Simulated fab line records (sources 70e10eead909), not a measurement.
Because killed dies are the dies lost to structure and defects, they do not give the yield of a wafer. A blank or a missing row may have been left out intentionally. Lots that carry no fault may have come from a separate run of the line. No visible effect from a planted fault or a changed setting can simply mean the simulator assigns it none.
Matching of chambers -- flow nand_harc -- 4 sister chambers for NHARC_P_M0_STRIP_18 on rie_diel-04
The step strips in N2/H2. 8 wafers are shown with their chamber, then 7 later ones without.

== WAFERS PAIRED WITH THEIR CHAMBERS ==
wafer,chamber,showerhead_plenum_p_Torr (Torr),rf_vpp_V (V)
L075.4,3,2.20,91.2
L075.6,1,2.00,88.9
L078.2,1,2.00,90.3
L081.2,2,1.90,88.9
L081.4,0,1.92,90.3
L081.5,0,1.92,89.9
L092.1,3,2.19,91.7
L092.3,2,1.90,89.7

== WAFERS WITHOUT THEIR CHAMBER ==
wafer,showerhead_plenum_p_Torr (Torr),rf_vpp_V (V)
L092.4,2.00,89.4
L093.3,1.91,90.3
L093.5,1.91,90.8
L093.6,2.00,90.4
L094.1,2.19,90.3
L094.2,1.90,89.5
L094.6,1.90,89.6

== EACH ONE'S CHAMBER ==
wafer,from the rows above,in truth
L092.4,1,1
L093.3,can't be placed: 0 or 2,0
L093.5,can't be placed: 0 or 2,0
L093.6,1,1
L094.1,3,3
L094.2,2,2
L094.6,2,2
Placed correctly: 5 of 7. From these rows, 2 cannot be placed; in 2 the true chamber is one of the candidates. Number placed wrongly: 0.
How it was worked out, from the rows above alone: a wafer's distance from a chamber is the root of the sum, over the readings, of the square of ((its reading less the chamber's mean) divided by the reading's scatter). The wafer belongs to the nearest chamber; if the next one is less than 2 further off, it can't be placed. A chamber's mean is the mean of its shown wafers. How the scatter is found: for the shown wafers, subtract from each reading the mean of its chamber, square and add these, divide the total by (wafers less chambers), then take the root.
